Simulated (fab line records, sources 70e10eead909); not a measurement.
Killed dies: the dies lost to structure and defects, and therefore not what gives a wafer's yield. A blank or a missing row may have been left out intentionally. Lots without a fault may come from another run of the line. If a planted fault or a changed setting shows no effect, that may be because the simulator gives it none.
Which of the tools did it? :: flow nand-harc :: 13 lots, 39 wafers sampled, at 5 steps of a route of 1159

## WHAT THE GAUGES SHOWED, per wafer
NHARC_THIN_TSV_CD_MEAS_37.
lot: L333
measured: day 18 15:01
on: cd-sem-02
cd-nm (nm): 5000.3 4998.0 4999.7

lot: L334
measured: day 19 00:58
on: cd-sem-03
cd-nm (nm): 4999.4 4999.8 4997.4

lot: L335
measured: day 19 02:08
on: cd-sem-01
cd-nm (nm): 4998.7 5001.3 5000.6

lot: L336
measured: day 19 08:23
on: cd-sem-01
cd-nm (nm): 5000.9 4998.7 5001.2

lot: L342
measured: day 20 20:13
on: cd-sem-01
cd-nm (nm): 4998.6 4998.9 4996.3

lot: L343
measured: day 21 08:28
on: cd-sem-01
cd-nm (nm): 4997.2 4995.3 4998.4

lot: L348
measured: day 23 02:12
on: cd-sem-01
cd-nm (nm): 4999.5 4997.3 4994.9

lot: L351
measured: day 23 07:59
on: cd-sem-01
cd-nm (nm): 4997.6 5001.2 5001.6

lot: L353
measured: day 24 03:09
on: cd-sem-02
cd-nm (nm): 5000.4 4995.6 4996.1

lot: L354
measured: day 24 07:07
on: cd-sem-03
cd-nm (nm): 4998.0 5003.2 5003.1

lot: L352
measured: day 24 14:53
on: cd-sem-01
cd-nm (nm): 5002.7 4998.4 5000.0

lot: L355
measured: day 24 17:58
on: cd-sem-01
cd-nm (nm): 5000.5 4999.9 5001.4

lot: L356
measured: day 24 21:02
on: cd-sem-02
cd-nm (nm): 4999.8 4998.1 4999.4

NHARC_END_SORT_01.
lot: L342
measured: day 21 10:28
on: prober-02
killed-at-array: 11 16 12
killed-at-other: 3 1 1
killed-at-periphery: 7 6 18
killed-dies: 21 23 31
killed-open: 4 7 1
killed-short: 2 4 5

## TOOL THAT RAN EACH LOT (tool first, then ch and the chambers of the sampled wafers, then the start)
lot: L333
NHARC_P_CONTACT_PRE_CLEAN_39: pvd-sputter-03, day 5 05:44
NHARC_THIN_TSV_DEP_43: pecvd-02 ch 0,2, day 18 06:49
NHARC_THIN_TSV_PRE_CLEAN_50: pvd-sputter-02, day 18 15:01 or earlier

lot: L334
NHARC_P_CONTACT_PRE_CLEAN_39: pvd-sputter-02, day 5 21:13
NHARC_THIN_TSV_DEP_43: pecvd-03 ch 0,1,2, day 18 16:56
NHARC_THIN_TSV_PRE_CLEAN_50: pvd-sputter-03, day 19 00:58 or earlier

lot: L335
NHARC_P_CONTACT_PRE_CLEAN_39: pvd-sputter-02, day 6 02:40
NHARC_THIN_TSV_DEP_43: pecvd-02 ch 0,1,2, day 18 17:53
NHARC_THIN_TSV_PRE_CLEAN_50: pvd-sputter-02, day 19 02:08 or earlier

lot: L336
NHARC_P_CONTACT_PRE_CLEAN_39: pvd-sputter-03, day 6 08:49
NHARC_THIN_TSV_DEP_43: pecvd-03 ch 0,2, day 19 00:09
NHARC_THIN_TSV_PRE_CLEAN_50: pvd-sputter-03, day 19 08:23 or earlier

lot: L342
NHARC_P_CONTACT_PRE_CLEAN_39: pvd-sputter-03, day 8 02:52
NHARC_THIN_TSV_DEP_43: pecvd-02 ch 0,1, day 20 11:45
NHARC_THIN_TSV_PRE_CLEAN_50: pvd-sputter-02, day 20 20:13 or earlier

lot: L343
NHARC_P_CONTACT_PRE_CLEAN_39: pvd-sputter-01, day 8 06:38
NHARC_THIN_TSV_DEP_43: pecvd-01 ch 1,2, day 20 23:42
NHARC_THIN_TSV_PRE_CLEAN_50: pvd-sputter-02, day 21 08:28 or earlier

lot: L348
NHARC_P_CONTACT_PRE_CLEAN_39: pvd-sputter-02, day 9 11:01
NHARC_THIN_TSV_DEP_43: pecvd-03 ch 0,2, day 22 17:59
NHARC_THIN_TSV_PRE_CLEAN_50: pvd-sputter-02, day 23 02:12 or earlier

lot: L351
NHARC_P_CONTACT_PRE_CLEAN_39: pvd-sputter-01, day 10 02:12
NHARC_THIN_TSV_DEP_43: pecvd-03 ch 0,1, day 22 23:40
NHARC_THIN_TSV_PRE_CLEAN_50: pvd-sputter-01, day 23 07:59 or earlier

lot: L353
NHARC_P_CONTACT_PRE_CLEAN_39: pvd-sputter-02, day 10 19:59
NHARC_THIN_TSV_DEP_43: pecvd-03 ch 1,2, day 23 18:44
NHARC_THIN_TSV_PRE_CLEAN_50: pvd-sputter-01, day 24 03:09 or earlier

lot: L354
NHARC_P_CONTACT_PRE_CLEAN_39: pvd-sputter-03, day 10 20:25
NHARC_THIN_TSV_DEP_43: pecvd-03 ch 0,1,2, day 23 23:00
NHARC_THIN_TSV_PRE_CLEAN_50: pvd-sputter-02, day 24 07:07 or earlier

lot: L352
NHARC_P_CONTACT_PRE_CLEAN_39: pvd-sputter-02, day 11 02:40
NHARC_THIN_TSV_DEP_43: pecvd-02 ch 1,2, day 24 06:07
NHARC_THIN_TSV_PRE_CLEAN_50: pvd-sputter-02, day 24 14:53 or earlier

lot: L355
NHARC_P_CONTACT_PRE_CLEAN_39: pvd-sputter-03, day 11 03:16
NHARC_THIN_TSV_DEP_43: pecvd-02 ch 0,2, day 24 07:28
NHARC_THIN_TSV_PRE_CLEAN_50: pvd-sputter-01, day 24 17:58 or earlier

lot: L356
NHARC_P_CONTACT_PRE_CLEAN_39: pvd-sputter-01, day 11 10:56
NHARC_THIN_TSV_DEP_43: pecvd-01 ch 0,1,2, day 24 12:34
NHARC_THIN_TSV_PRE_CLEAN_50: pvd-sputter-02, day 24 21:02 or earlier
- NHARC_P_CONTACT_PRE_CLEAN_39: time 19.5 s.
- NHARC_THIN_TSV_DEP_43: deposits SiO2, target thk 1328.5 nm.
- NHARC_THIN_TSV_PRE_CLEAN_50: time 30 s.

## AS READ BY THE TOOLS THEMSELVES (means over the sampled wafers that have a number; for cases with no such wafer, the mark the record gives instead)
NHARC_THIN_TSV_DEP_43.
lot: L333
tool: pecvd-02
throttle-valve-pct (%): 15.2

lot: L334
tool: pecvd-03
throttle-valve-pct (%): 15.1

lot: L335
tool: pecvd-02
throttle-valve-pct (%): 15.7

lot: L336
tool: pecvd-03
throttle-valve-pct (%): 14.9

lot: L342
tool: pecvd-02
throttle-valve-pct (%): 16.0

lot: L343
tool: pecvd-01
throttle-valve-pct (%): 15.8

lot: L348
tool: pecvd-03
throttle-valve-pct (%): 15.8

lot: L351
tool: pecvd-03
throttle-valve-pct (%): 14.8

lot: L353
tool: pecvd-03
throttle-valve-pct (%): 15.6

lot: L354
tool: pecvd-03
throttle-valve-pct (%): 15.4

lot: L352
tool: pecvd-02
throttle-valve-pct (%): 15.4

lot: L355
tool: pecvd-02
throttle-valve-pct (%): 15.4

lot: L356
tool: pecvd-01
throttle-valve-pct (%): 15.8

NHARC_THIN_TSV_PRE_CLEAN_50.
lot: L333
tool: pvd-sputter-02
heater-power-w (W): 359

lot: L334
tool: pvd-sputter-03
heater-power-w (W): 450

lot: L335
tool: pvd-sputter-02
heater-power-w (W): 396

lot: L336
tool: pvd-sputter-03
heater-power-w (W): 377

lot: L342
tool: pvd-sputter-02
heater-power-w (W): 392

lot: L343
tool: pvd-sputter-02
heater-power-w (W): 391

lot: L348
tool: pvd-sputter-02
heater-power-w (W): 404

lot: L351
tool: pvd-sputter-01
heater-power-w (W): 401

lot: L353
tool: pvd-sputter-01
heater-power-w (W): 423

lot: L354
tool: pvd-sputter-02
heater-power-w (W): 395

lot: L352
tool: pvd-sputter-02
heater-power-w (W): 422

lot: L355
tool: pvd-sputter-01
heater-power-w (W): 401

lot: L356
tool: pvd-sputter-02
heater-power-w (W): 357

## THE ANSWER, worked out from the rows above alone
Rule: the lots themselves supply what counts as usual. The widest of any qualifying gaps counts: lots, ordered by their means at a reading, are off when they make up no more than a third of the lots, leave a main group of 4 or more, and stand apart from it by 3 or more times the standard deviation of that group's means. A main group whose means are all the same, to the digits that the tables above print for the reading, isn't used. Also off: a lot with no number at a reading for which 4 or more lots have one. Where the step has rows for the other lots, those lots are counted as sound. First the gauges in route order, then the tools' own readings, where a lot's mean is used as printed above. At the first step where some lot is off, the reading lying furthest off is the one used; lots without a number count as furthest.
No lot is off at any reading shown: from this, nothing can be told.

## WHAT THE SIMULATOR PUT IN
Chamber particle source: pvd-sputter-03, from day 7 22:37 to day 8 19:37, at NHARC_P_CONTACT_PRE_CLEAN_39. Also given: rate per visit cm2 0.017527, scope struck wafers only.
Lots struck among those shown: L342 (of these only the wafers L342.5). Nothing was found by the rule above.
